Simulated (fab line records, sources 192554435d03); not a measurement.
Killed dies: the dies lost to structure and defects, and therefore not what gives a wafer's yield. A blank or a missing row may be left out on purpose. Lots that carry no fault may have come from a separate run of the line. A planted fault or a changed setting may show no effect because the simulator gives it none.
fab line records	flow n5_finfet
record lots=7	wafers=21
route steps=1938 shown BEOL_M10@1486 BEOL_M11@1575 BEOL_M13@1659 BEOL_M14@1762 PASS1_CAP@1874 PASSIVATION@1936
start_h: hours from the record's opening day to when the first of the lot's shown wafers began	wait_h: time in hours since the lot's previous step	" the same as in the row above	L1.1+2: a single row standing in for several wafers	- no value present, or no start provided	* or withheld: withheld	< > ~ a bound
route shown NAME@n: names a module that has steps shown in the file, with the first one's number in the route	usual: mean/standard deviation taken from wafers without a fault	same: alike in all rows	chamber/n: place in a boat	sites: each site's reading	_std_site: how widely they spread, as a standard deviation	_edge_site: mean of outer sites minus mean of inner sites	radius_mm: for every site, how far away it sits from the centre of the wafer	mask NAME#n: copy n	behind: the last tool/chamber to shape the wafer	hold: what put the lot on hold/how long, in hours/how the hold closed	device: the transistor (n, p or np) that didn't switch	end of line: tests of these same wafers at the route's end	for a step that has no rows: nothing shown but its recipe	killed: count of dies lost to structure and defects at first sort (not the wafer's yield)	map: shows each die of a wafer: x if killed, . if not, _ if none is there
set.NAME: the run value of the setting; set.NAME@STEP: its run value at that earlier step	model.NAME: the simulator's own value behind a step, which no gauge read
lots run with intentionally changed settings; tables by step, rows by wafer
## steps
# step N5_BEOL_M10_DESCUM_16
# recipe chemistry=O2	time_s=7.9	source_power_w=50	bias_power_w=20	pressure_mtorr=20	rf_frequency_hz=2.712e+07	temp_c=40	resist=CAR-ArF	o2_flow_sccm=225
lot.wafer	tool	chamber	start_h	wait_h	set.time_s	model.CAR-ArF_of_BEOL_M10_COAT_05.thk_nm
L080.1+2	rie_diel-04	1,3	255.95	0.0	6.695	84.2
L080.3	"	2	"	"	7.9	83.4
L082.2	rie_diel-04	0	264.26	0.5	7.9	83.8
L082.3	"	1	"	"	7.9	83.4
L082.6	"	1	"	"	7.9	83.6
L085.4	rie_diel-05	2	292.22	0.2	7.9	83.6
L085.5	"	3	"	"	6.464	84.4
L085.6	"	2	"	"	6.464	84.6
L088.1	rie_diel-04	0	306.73	0.0	6.77	84.6
L088.5	"	0	"	"	6.77	84
L088.6	"	3	"	"	7.9	83.6
L094.1+5	rie_diel-01	2,0	347.66	0.7	7.9	83.4
L094.2	"	0	"	"	7.115	84.2
L097.3	rie_diel-01	1	359.54	0.0	7.9	83.4
L097.4	"	3	"	"	7.9	83.2
L097.6	"	1	"	"	7.382	83.6
L096.3+5	rie_diel-04	1	360.14	0.0	7.9	84
L096.4	"	3	"	"	7.9	83.4
# step N5_BEOL_M10_ETCH_61
# recipe chemistry=CF4	target=SiARC	target_depth_a=390	mask_material=CAR-ArF	time_s=65	ion_energy_ev=80	pressure_mtorr=40	source_w=545	bias_w=36	Ar_flow_sccm=100	cf4_flow_sccm=100	ends=cleared
lot.wafer	tool	chamber	start_h	wait_h	set.spin_rpm@BEOL_M10_COAT_60	model.etch.depth_nm	model.CAR-ArF_of_BEOL_M10_COAT_05.thk_nm
L080.1	rie_diel-04	1	255.99	0.0	1434	30.58	55.8
L080.2	"	3	"	"	1500	29.78	56.4
L080.3	"	2	"	"	1434	30.47	55
L082.2	rie_diel-04	0	264.29	0.0	1500	30.07	55.8
L082.3	"	1	"	"	1500	29.97	55.6
L082.6	"	1	"	"	1500	30.1	55.6
L085.4	rie_diel-05	2	292.26	0.0	1351	31.66	54.2
L085.5	"	3	"	"	1500	30.01	56.6
L085.6	"	2	"	"	1351	31.66	55
L088.1	rie_diel-04	0	306.77	0.0	1500	29.98	56.8
L088.5	"	0	"	"	1500	30.06	56
L088.6	"	3	"	"	1500	29.86	55.8
L094.1	rie_diel-01	2	347.69	0.0	1363	31.5	54.2
L094.2	"	0	"	"	1500	30.04	56.2
L094.5	"	0	"	"	1500	29.97	55.4
L097.3	rie_diel-01	1	359.58	0.0	1500	30.03	55.4
L097.4	"	3	"	"	1500	29.96	55.4
L097.6	"	1	"	"	1652	28.63	56.8
L096.3	rie_diel-04	1	360.17	0.0	1500	30.11	55.8
L096.4	"	3	"	"	1348	31.68	53.8
L096.5	"	1	"	"	1348	31.68	54.4
# step N5_BEOL_M10_ETCH_62
# recipe chemistry=N2/H2	target=SOC	target_depth_a=1100	overetch_a=220	mask_material=SiARC	temp_c=40	time_s=165	ion_energy_ev=200	pressure_mtorr=30	source_w=840	bias_w=150	n2_flow_sccm=200	h2_flow_sccm=200
lot.wafer	tool	chamber	start_h	wait_h	set.spin_rpm@BEOL_M10_COAT_60	model.SiARC_of_BEOL_M10_COAT_60.thk_nm
L080.1	rie_diel-04	1	256.04	0.0	1434	24.2
L080.2	"	3	"	"	1500	23
L080.3	"	2	"	"	1434	23.8
L082.2	rie_diel-04	0	264.34	0.0	1500	23.6
L082.3+6	"	1	"	"	1500	23.8
L085.4	rie_diel-05	2	292.31	0.0	1351	25.2
L085.5	"	3	"	"	1500	23.4
L085.6	"	2	"	"	1351	25
L088.1+5	rie_diel-04	0	306.82	0.0	1500	23.6
L088.6	"	3	"	"	1500	23.2
L094.1	rie_diel-01	2	347.74	0.0	1363	24.6
L094.2+5	"	0	"	"	1500	23.4
L097.3	rie_diel-01	1	359.63	0.0	1500	23.8
L097.4	"	3	"	"	1500	22.8
L097.6	"	1	"	"	1652	22.4
L096.3	rie_diel-04	1	360.22	0.0	1500	23.8
L096.4	"	3	"	"	1348	25
L096.5	"	1	"	"	1348	25.4
# step N5_BEOL_M11_VIA_ETCH_34
# recipe chemistry=C4F6/O2	target=SiCOH_lowk	target_depth_a=1845	mask_material=SOC	taper_deg=4	time_s=69.2	ion_energy_ev=250	pressure_mtorr=30	source_w=345	bias_w=185	Ar_flow_sccm=300	C4F6_flow_sccm=10	O2_flow_sccm=10
lot.wafer	tool	chamber	start_h	wait_h	set.time_s	model.etch.depth_nm	model.SOC_of_BEOL_M11_COAT_63.thk_nm
L080.1	rie_diel-03	0	273.35	0.0	69.2	184.4	91.8
L080.2	"	1	"	"	69.2	184.4	92.2
L080.3	"	2	"	"	69.2	184.1	92
L082.2	rie_diel-03	0	275.32	0.0	69.2	182.8	92
L082.3	"	1	"	"	69.2	183.9	92
L082.6	"	1	"	"	69.2	183.8	92.2
L085.4	rie_diel-06	0	306.93	0.0	62.2	168.7	92.8
L085.5	"	0	"	"	62.2	169.8	92.4
L085.6	"	3	"	"	69.2	185.2	92.4
L088.1	rie_diel-03	3	320.36	0.0	69.2	184.4	92
L088.5	"	1	"	"	69.2	184.8	91.6
L088.6	"	2	"	"	69.2	183.7	92.4
L094.1	rie_diel-02	0	356.84	0.0	69.2	183	92
L094.2	"	2	"	"	83.82	218.7	90
L094.5	"	1	"	"	69.2	179.2	92.2
L097.3	rie_diel-02	3	370.15	0.0	59.09	158.6	93.2
L097.4	"	2	"	"	69.2	185	92.2
L097.6	"	0	"	"	59.09	157.9	93
L096.3	rie_diel-03	3	370.40	0.0	69.2	186.5	91.6
L096.4	"	0	"	"	69.2	185.6	91.6
L096.5	"	0	"	"	69.2	186.1	91.6
# step N5_BEOL_M11_ETCH_41
# recipe chemistry=CH3F/O2	target=SiCN	target_depth_a=426	taper_deg=2	time_s=86	ion_energy_ev=120	mask_material=TiN	pressure_mtorr=30	source_w=395	bias_w=75	Ar_flow_sccm=150	CH3F_flow_sccm=30	O2_flow_sccm=20
lot.wafer	tool	chamber	start_h	wait_h	set.time_s	model.etch.depth_nm
L080.1	rie_diel-03	0	-	-	86	32.67
L080.2	"	1	"	"	86	32.37
L080.3	"	2	"	"	86	32.1
L082.2	rie_diel-03	0	-	-	86	32.91
L082.3	"	1	"	"	86	32.5
L082.6	"	1	"	"	86	32.75
L085.4	rie_diel-06	0	-	-	86	33.18
L085.5	"	0	"	"	86	33.15
L085.6	"	3	"	"	86	32.77
L088.1	rie_diel-03	3	-	-	86	32.53
L088.5	"	1	"	"	101.9	38.37
L088.6	"	2	"	"	101.9	38.46
L094.1	rie_diel-02	0	-	-	103.8	39.41
L094.2	"	2	"	"	86	32.44
L094.5	"	1	"	"	86	32.17
L097.3	rie_diel-02	3	-	-	86	32.68
L097.4	"	2	"	"	86	32.36
L097.6	"	0	"	"	86	32.4
L096.3	rie_diel-03	3	-	-	86	32.3
L096.4	"	0	"	"	86	32.36
L096.5	"	0	"	"	86	32.71
# step N5_BEOL_M13_ILD_DEP_00
# recipe material=SiOC	target_thk_a=8379.2	temp_c=350	precursor=DEMS/O2	pressure_torr=5	rf_w=500	time_s=166.4
lot.wafer	tool	chamber	start_h	wait_h	set.time_s	model.SiOC_of_BEOL_M13_ILD_DEP_00.thk_nm
L080.1	pecvd-04	1	280.95	0.0	166.4	811
L080.2	"	0	"	"	166.4	805.4
L080.3	"	2	"	"	144.7	705.8
L082.2	pecvd-03	1	283.79	0.0	166.4	843.6
L082.3	"	0	"	"	166.4	845.2
L082.6	"	0	"	"	166.4	841.2
L085.4	pecvd-04	2	314.90	0.1	179.4	895.6
L085.5	"	0	"	"	166.4	818.8
L085.6	"	1	"	"	179.4	896.6
L088.1	pecvd-04	2	330.55	0.0	166.4	815.4
L088.5	"	1	"	"	166.4	832.2
L088.6	"	2	"	"	166.4	820.4
L094.1	pecvd-04	1	365.29	0.0	160.1	797
L094.2	"	0	"	"	166.4	811.6
L094.5	"	1	"	"	160.1	804.8
L097.3	pecvd-01	0	378.55	0.0	166.4	834.8
L097.4	"	2	"	"	166.4	849
L097.6	"	1	"	"	166.4	865
L096.3	pecvd-01	2	378.91	0.0	150	746.8
L096.4	"	2	"	"	150	761.6
L096.5	"	0	"	"	166.4	840.8
# step N5_BEOL_M13_THK_MEAS_01
# recipe reads=SiOC_of_BEOL_M13_ILD_DEP_00
# usual M13_ILD_THK=832/13
lot.wafer	tool	chamber	start_h	wait_h	set.time_s@BEOL_M13_ILD_DEP_00	M13_ILD_THK[nm]
L080.1	film_metro-01	-	281.10	0.1	166.4	810
L080.2	"	-	"	"	166.4	806
L080.3	"	-	"	"	144.7	705
L082.2	film_metro-01	-	283.96	0.1	166.4	843
L082.3	"	-	"	"	166.4	845
L082.6	"	-	"	"	166.4	841
L085.4	film_metro-01	-	315.00	0.0	179.4	895
L085.5	"	-	"	"	166.4	819
L085.6	"	-	"	"	179.4	898
L088.1	film_metro-01	-	330.76	0.2	166.4	815
L088.5	"	-	"	"	166.4	833
L088.6	"	-	"	"	166.4	821
L094.1	film_metro-01	-	365.44	0.1	160.1	797
L094.2	"	-	"	"	166.4	812
L094.5	"	-	"	"	160.1	805
L097.3	film_metro-01	-	378.70	0.1	166.4	834
L097.4	"	-	"	"	166.4	850
L097.6	"	-	"	"	166.4	865
L096.3	film_metro-01	-	379.06	0.1	150	747
L096.4	"	-	"	"	150	762
L096.5	"	-	"	"	166.4	841
# step N5_BEOL_M13_EXPOSE_07
# recipe mask_id=V12	na=0.93	source_shape=conventional	sigma_outer=0.6	polarization=unpolarized	attpsm_phase_deg=180	dose_mj=24.8
lot.wafer	tool	chamber	start_h	wait_h	mask	set.dose_mj
L080.1	krf_scanner-01	0	281.36	-	V12#0	23.28
L080.2+3	"	0	"	"	V12#0	24.8
L082.2+3+6	krf_scanner-01	0	284.09	-	V12#0	24.8
L085.4+6	krf_scanner-01	0	315.14	-	V12#0	24.8
L085.5	"	0	"	"	V12#0	23.23
L088.1+5	krf_scanner-01	0	331.02	-	V12#0	26.58
L088.6	"	0	"	"	V12#0	24.8
L094.1+2+5	krf_scanner-01	0	365.57	-	V12#0	25.71
L097.3	krf_scanner-02	0	378.84	-	V12#0	24.8
L097.4+6	"	0	"	"	V12#0	26.01
L096.3+4+5	krf_scanner-01	0	379.33	-	V12#0	24.8
# step N5_BEOL_M13_PEB_08
# recipe peb_temp_c=130	peb_time_s=90
# step N5_BEOL_M13_DEVELOP_09
# recipe develop_time_s=45	rinse_liquid=diw	dry=air_spin	dev_temp_c=21
# step N5_BEOL_M13_HARDBAKE_14
# recipe temp_c=130	time_s=120
# step N5_BEOL_M13_CD_MEAS_10
# recipe target_cd_nm=190	landing_energy_ev=500	detector=se_inlens	polarity=opening
# usual cd_nm=190.8/1.4
lot.wafer	tool	chamber	start_h	wait_h	set.dose_mj@BEOL_M13_EXPOSE_07	cd_nm
L080.1	cd_sem-03	0	281.53	-	23.28	184.0
L080.2	"	0	"	"	24.8	190.2
L080.3	"	0	"	"	24.8	192.6
L082.2	cd_sem-01	0	284.26	-	24.8	192.4
L082.3	"	0	"	"	24.8	190.9
L082.6	"	0	"	"	24.8	191.8
L085.4	cd_sem-02	0	315.30	-	24.8	192.8
L085.5	"	0	"	"	23.23	186.2
L085.6	"	0	"	"	24.8	191.8
L088.1	cd_sem-02	0	331.19	-	26.58	198.0
L088.5	"	0	"	"	26.58	201.2
L088.6	"	0	"	"	24.8	189.7
L094.1	cd_sem-02	0	365.74	-	25.71	192.8
L094.2	"	0	"	"	25.71	194.2
L094.5	"	0	"	"	25.71	194.0
L097.3	cd_sem-03	0	379.00	-	24.8	188.7
L097.4	"	0	"	"	26.01	197.3
L097.6	"	0	"	"	26.01	195.3
L096.3	cd_sem-01	0	379.49	-	24.8	187.8
L096.4	"	0	"	"	24.8	189.0
L096.5	"	0	"	"	24.8	187.7
# step N5_BEOL_M13_DESCUM_15
# recipe chemistry=O2	time_s=7.9	source_power_w=50	bias_power_w=20	pressure_mtorr=20	rf_frequency_hz=2.712e+07	temp_c=40	o2_flow_sccm=225
# step N5_BEOL_M13_ETCH_59
# recipe chemistry=N2/H2	target=BARC	target_depth_a=890	overetch_a=267	time_s=67.9	ion_energy_ev=200	pressure_mtorr=30	source_w=840	bias_w=150	n2_flow_sccm=200	h2_flow_sccm=200
# step N5_BEOL_M13_VIA_ETCH_16
# recipe chemistry=C4F8/O2/Ar	target=SiOC	pressure_mtorr=30	source_w=3000	bias_w=700	Ar_flow_sccm=400	C4F8_flow_sccm=15	O2_flow_sccm=8	he_inner_torr=15	he_outer_torr=30	target_depth_a=9217	time_s=withheld	ion_energy_ev=250	ends=cleared
lot.wafer	tool	chamber	start_h	wait_h	set.time_s@BEOL_M13_ILD_DEP_00	model.etch.depth_nm	model.coat_of_BEOL_M13_COAT_04.thk_nm
L080.1	rie_diel-06	0	282.06	0.0	*	810.9	74.2
L080.2	"	2	"	"	*	805.4	84.8
L080.3	"	1	"	"	*	705.9	105.8
L082.2	rie_diel-06	0	284.43	0.0	*	843.6	67.8
L082.3	"	1	"	"	*	845.1	67.4
L082.6	"	2	"	"	*	841.2	75.6
L085.4	rie_diel-06	3	315.47	0.0	*	895.5	55.8
L085.5	"	3	"	"	*	818.7	79.6
L085.6	"	2	"	"	*	896.6	59.4
L088.1	rie_diel-06	2	331.37	0.0	*	815.4	82.8
L088.5	"	3	"	"	*	832.1	72.8
L088.6	"	2	"	"	*	820.4	82
L094.1	rie_diel-06	0	365.92	0.0	*	796.9	81
L094.2	"	2	"	"	*	811.6	83.2
L094.5	"	1	"	"	*	804.9	77.8
L097.3	rie_diel-02	3	379.65	0.0	*	834.8	73.4
L097.4	"	1	"	"	*	849.1	70.2
L097.6	"	2	"	"	*	864.9	64.8
L096.3	rie_diel-03	0	380.44	0.0	*	746.8	97.8
L096.4	"	1	"	"	*	761.7	92.8
L096.5	"	1	"	"	*	840.8	69.4
# step N5_BEOL_M13_STRIP_63
# recipe chemistry=N2/H2	power_w=1000	temp_c=250	h2_frac=0.65	overash_fraction=0.3	pressure_mtorr=1000	n2_flow_sccm=1750	h2_flow_sccm=3250
# usual strip_time_to_endpoint_s=28.9/1.4
lot.wafer	tool	chamber	start_h	wait_h	set.time_s@BEOL_M13_ILD_DEP_00	strip_time_to_endpoint_s
L080.1	plasma_asher-02	0	282.30	-	166.4	28.9
L080.2	"	1	"	"	166.4	31.9
L080.3	"	1	"	"	144.7	37.8
L082.2	plasma_asher-02	1	284.67	-	166.4	27.0
L082.3	"	0	"	"	166.4	26.9
L082.6	"	0	"	"	166.4	29.3
L085.4	plasma_asher-01	0	315.73	-	179.4	23.4
L085.5	"	1	"	"	166.4	30.5
L085.6	"	0	"	"	179.4	24.5
L088.1	plasma_asher-02	1	331.61	-	166.4	31.4
L088.5	"	0	"	"	166.4	28.5
L088.6	"	1	"	"	166.4	31.1
L094.1	plasma_asher-01	0	366.15	-	160.1	30.9
L094.2	"	1	"	"	166.4	31.5
L094.5	"	0	"	"	160.1	29.9
L097.3	plasma_asher-02	1	379.91	-	166.4	28.7
L097.4	"	0	"	"	166.4	27.7
L097.6	"	1	"	"	166.4	26.1
L096.3	plasma_asher-01	1	380.69	-	150	35.6
L096.4	"	0	"	"	150	34.2
L096.5	"	1	"	"	166.4	27.5
# step N5_BEOL_M13_STRIP_64
# recipe chemistry=N2/H2	power_w=1000	temp_c=250	h2_frac=0.65	overash_fraction=0.3	pressure_mtorr=withheld	n2_flow_sccm=1750	h2_flow_sccm=3250
# step N5_BEOL_M13_STRIP_71
# recipe chemistry=post_etch_residue_remover	time_s=60	temp_c=25	remover_ph=withheld	remover_water_wt_pct=withheld	remover_fluoride_wt_pct=withheld
# step N5_BEOL_M13_SRD_72
# recipe time_s=30	temp_c=23	rinse_liquid=diw	dry=n2_spin	spin_rpm=1500	dry_time_s=30
# step N5_BEOL_M13_CD_MEAS_17
# recipe target_cd_nm=190	polarity=opening
# usual cd_nm=191.0/1.9
lot.wafer	tool	chamber	start_h	wait_h	set.dose_mj@BEOL_M13_EXPOSE_07	cd_nm
L080.1	cd_sem-02	-	282.54	0.0	23.28	183.9
L080.2	"	-	"	"	24.8	189.0
L080.3	"	-	"	"	24.8	191.0
L082.2	cd_sem-02	-	284.91	0.0	24.8	193.4
L082.3	"	-	"	"	24.8	192.3
L082.6	"	-	"	"	24.8	191.5
L085.4	cd_sem-01	-	315.96	0.0	24.8	191.1
L085.5	"	-	"	"	23.23	184.1
L085.6	"	-	"	"	24.8	192.4
L088.1	cd_sem-01	-	331.81	0.0	26.58	197.6
L088.5	"	-	"	"	26.58	200.7
L088.6	"	-	"	"	24.8	190.6
L094.1	cd_sem-02	-	366.36	0.0	25.71	192.2
L094.2	"	-	"	"	25.71	193.4
L094.5	"	-	"	"	25.71	194.5
L097.3	cd_sem-01	-	380.14	0.0	24.8	189.3
L097.4	"	-	"	"	26.01	198.8
L097.6	"	-	"	"	26.01	195.7
L096.3	cd_sem-03	-	380.88	0.0	24.8	185.9
L096.4	"	-	"	"	24.8	188.4
L096.5	"	-	"	"	24.8	188.0
# step N5_BEOL_M13_COAT_65
# recipe resist=SOC	temp_c=250	time_s=60	spin_rpm=1500	resist_thk_nm=350
# step N5_BEOL_M13_COAT_66
# recipe resist=SiARC	temp_c=220	time_s=60	spin_rpm=1500	resist_thk_nm=110
# step N5_BEOL_M13_STRIP_37
# recipe chemistry=N2/H2	power_w=1000	temp_c=250	h2_frac=0.65	overash_fraction=0.3	pressure_mtorr=withheld	n2_flow_sccm=1750	h2_flow_sccm=3250
# step N5_BEOL_M13_ETCH_38
# recipe chemistry=CF4/N2	target=SiCN	target_depth_a=675	taper_deg=2	time_s=71.9	ion_energy_ev=150	mask_material=SiO2	pressure_mtorr=40	source_w=430	bias_w=70	Ar_flow_sccm=100	cf4_flow_sccm=60	n2_flow_sccm=60
lot.wafer	tool	chamber	start_h	wait_h	set.time_s@BEOL_M13_ILD_DEP_00	model.SiOC_of_BEOL_M13_ILD_DEP_00.thk_nm
L080.1	rie_diel-06	0	284.12	-	166.4	761.4
L080.2	"	3	"	"	166.4	758
L080.3	"	1	"	"	144.7	654.8
L082.2	rie_diel-02	2	286.63	-	166.4	795.8
L082.3	"	3	"	"	166.4	797.4
L082.6	"	2	"	"	166.4	793.4
L085.4	rie_diel-06	0	321.10	-	179.4	846
L085.5	"	2	"	"	166.4	774
L085.6	"	1	"	"	179.4	845.4
L088.1	rie_diel-02	3	334.42	-	166.4	767.6
L088.5	"	0	"	"	166.4	784.6
L088.6	"	1	"	"	166.4	772.6
L094.1	rie_diel-03	3	368.55	-	160.1	749.4
L094.2	"	2	"	"	166.4	763.8
L094.5	"	1	"	"	160.1	757.2
L097.3	rie_diel-02	1	383.98	-	166.4	787.2
L097.4	"	3	"	"	166.4	801.4
L097.6	"	1	"	"	166.4	817.6
L096.3	rie_diel-03	1	384.08	-	150	699.4
L096.4	"	2	"	"	150	714.2
L096.5	"	1	"	"	166.4	793.4
# step N5_BEOL_M14_SPUTTER_43
# recipe material=TaN	target_thk_a=150	temp_c=50	bias_v=168.6	power_w=15000	chamber_pressure_pa=0.12	time_s=24.19
lot.wafer	tool	chamber	start_h	wait_h	set.time_s	model.TaN_of_BEOL_M14_SPUTTER_43.thk_nm
L080.1	pvd_sputter-01	-	289.76	0.0	27.77	17.4
L080.2+3	"	-	"	"	24.19	15.2
L082.2	pvd_sputter-03	-	292.45	0.0	24.19	14.8
L082.3	"	-	"	"	24.19	15.2
L082.6	"	-	"	"	24.19	15
L085.4	pvd_sputter-03	-	328.74	0.0	24.19	15.2
L085.5	"	-	"	"	24.19	14.8
L085.6	"	-	"	"	24.19	15
L088.1+6	pvd_sputter-01	-	339.97	0.0	24.19	15.2
L088.5	"	-	"	"	24.19	15
L094.1	pvd_sputter-01	-	374.69	0.0	25.31	15.6
L094.2	"	-	"	"	24.19	15.2
L094.5	"	-	"	"	24.19	15
L097.3	pvd_sputter-02	-	389.48	0.0	27.27	17.2
L097.4	"	-	"	"	24.19	15.2
L097.6	"	-	"	"	27.27	17
L096.3+5	pvd_sputter-02	-	389.80	0.0	24.19	14.8
L096.4	"	-	"	"	24.19	15
# step N5_PASSIVATION_PECVD_01
# recipe material=SiNx	target_thk_a=2000	temp_c=400	precursor=SiH4/NH3/N2	pressure_torr=4.9	rf_w=1406	time_s=43.2
lot.wafer	tool	chamber	start_h	wait_h	set.time_s	model.SiNx_of_PASSIVATION_PECVD_01.thk_nm
L080.1	pecvd-04	1	304.65	0.0	43.2	200.6
L080.2	"	0	"	"	43.2	201.4
L080.3	"	2	"	"	43.2	203.4
L082.2	pecvd-04	2	305.84	0.0	43.2	201.4
L082.3	"	0	"	"	43.2	198.6
L082.6	"	1	"	"	43.2	204.8
L085.4	pecvd-03	1	341.27	0.0	47.73	223.2
L085.5	"	0	"	"	47.73	220.2
L085.6	"	2	"	"	43.2	205.6
L088.1	pecvd-02	1	355.16	0.0	43.2	196.4
L088.5	"	0	"	"	43.2	200.4
L088.6	"	1	"	"	43.2	201
L094.1	pecvd-04	2	390.39	0.0	43.2	201.4
L094.2	"	0	"	"	48.5	220.2
L094.5	"	2	"	"	43.2	204.4
L097.3	pecvd-02	2	405.72	0.0	40.47	182.2
L097.4	"	1	"	"	40.47	187.2
L097.6	"	0	"	"	43.2	201.2
L096.3	pecvd-04	0	405.90	0.0	43.2	201.4
L096.4	"	2	"	"	47.03	225.4
L096.5	"	2	"	"	43.2	205.8
# step N5_PASSIVATION_PROBE_49
# usual defect_limited_yield=91.1/1.6	killed_dies=105/18
lot.wafer	tool	chamber	start_h	wait_h	set.time_s@PASSIVATION_PECVD_01	set.dose_mj@BEOL_M5_EXPOSE_25	defect_limited_yield[%]	killed_dies
L082.2	prober-02	-	313.56	0.1	43.2	52.75	91.1	105
L082.3	prober-02	-	313.61	0.1	43.2	52.75	90.0	118
L082.6	prober-02	-	313.76	0.3	43.2	52.75	89.2	127
L080.1	prober-02	-	313.95	0.0	43.2	52.75	84.1	188
L080.2	prober-02	-	314.00	0.1	43.2	52.75	80.3	233
L080.3	prober-02	-	314.05	0.1	43.2	52.75	86.4	160
L085.4	prober-01	-	349.28	0.2	47.73	52.75	6.8	1100
L085.5	prober-01	-	349.33	0.2	47.73	52.75	9.5	1068
L085.6	prober-01	-	349.38	0.3	43.2	52.75	23.1	907
L088.1	prober-02	-	363.98	0.0	43.2	52.75	90.6	111
L088.5	prober-02	-	364.18	0.2	43.2	52.75	88.3	138
L088.6	prober-02	-	364.23	0.3	43.2	52.75	90.6	111
L094.1	prober-01	-	398.01	0.0	43.2	52.75	93.2	80
L094.2	prober-01	-	398.06	0.1	48.5	55.76	15.1	1002
L094.5	prober-01	-	398.21	0.2	43.2	52.75	88.3	138
L096.3	prober-01	-	413.79	0.1	43.2	52.75	89.3	126
L096.4	prober-01	-	413.84	0.2	47.03	52.75	53.8	545
L096.5	prober-01	-	413.89	0.2	43.2	52.75	80.5	230
L097.3	prober-02	-	413.90	0.1	40.47	52.75	88.2	139
L097.4	prober-02	-	413.95	0.2	40.47	52.75	90.6	111
L097.6	prober-02	-	414.05	0.3	43.2	50.74	87.8	144
## key
split step=N5_BEOL_M10_DESCUM_16	setting=time_s	stated=7.9	by=wafer
response step=N5_BEOL_M10_DESCUM_16	reading=model.CAR-ArF_of_BEOL_M10_COAT_05.thk_nm	change=-0.0533	per=1%	r=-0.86
split step=N5_BEOL_M11_VIA_ETCH_34	setting=time_s	stated=69.2	by=wafer
response step=N5_BEOL_M11_VIA_ETCH_34	reading=model.etch.depth_nm	change=+1.77	per=1%	r=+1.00
response step=N5_BEOL_M11_VIA_ETCH_34	reading=model.SOC_of_BEOL_M11_COAT_63.thk_nm	change=-0.0781	per=1%	r=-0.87
split step=N5_BEOL_M11_ETCH_41	setting=time_s	stated=86	by=wafer
response step=N5_BEOL_M11_ETCH_41	reading=model.etch.depth_nm	change=+0.332	per=1%	r=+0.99
split step=N5_BEOL_M13_ILD_DEP_00	setting=time_s	stated=166.4	by=wafer
response step=N5_BEOL_M13_ILD_DEP_00	reading=model.SiOC_of_BEOL_M13_ILD_DEP_00.thk_nm	change=+8.27	per=1%	r=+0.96
response step=N5_BEOL_M13_THK_MEAS_01	reading=M13_ILD_THK	change=+8.29	per=1%	r=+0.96
response step=N5_BEOL_M13_VIA_ETCH_16	reading=model.etch.depth_nm	change=+8.27	per=1%	r=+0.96
response step=N5_BEOL_M13_VIA_ETCH_16	reading=model.coat_of_BEOL_M13_COAT_04.thk_nm	change=-2.21	per=1%	r=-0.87
response step=N5_BEOL_M13_STRIP_63	reading=strip_time_to_endpoint_s	change=*	per=1%	r=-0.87
response step=N5_BEOL_M13_ETCH_38	reading=model.SiOC_of_BEOL_M13_ILD_DEP_00.thk_nm	change=+8.24	per=1%	r=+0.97
split step=N5_BEOL_M13_EXPOSE_07	setting=dose_mj	stated=24.8	by=wafer
response step=N5_BEOL_M13_CD_MEAS_10	reading=cd_nm	change=+1.26	per=1%	r=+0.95
response step=N5_BEOL_M13_CD_MEAS_17	reading=cd_nm	change=+1.21	per=1%	r=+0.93
split step=N5_BEOL_M14_SPUTTER_43	setting=time_s	stated=24.19	by=wafer
response step=N5_BEOL_M14_SPUTTER_43	reading=model.TaN_of_BEOL_M14_SPUTTER_43.thk_nm	change=+0.147	per=1%	r=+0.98
split step=N5_PASSIVATION_PECVD_01	setting=time_s	stated=43.2	by=wafer
response step=N5_PASSIVATION_PECVD_01	reading=model.SiNx_of_PASSIVATION_PECVD_01.thk_nm	change=+1.79	per=1%	r=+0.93
response step=N5_PASSIVATION_PROBE_49	reading=defect_limited_yield	slope=-2.86	per=1%	together_with=dose_mj@BEOL_M5_EXPOSE_25	explained=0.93
response step=N5_PASSIVATION_PROBE_49	reading=killed_dies	slope=+33.8	per=1%	together_with=dose_mj@BEOL_M5_EXPOSE_25	explained=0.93
split outside_this_file step=N5_BEOL_M5_EXPOSE_25 setting=dose_mj
split outside_this_file step=N5_BEOL_M10_COAT_60 setting=spin_rpm
# split outside_this_file: this setting was split too, and the file shows its column; the key of that split is in another file
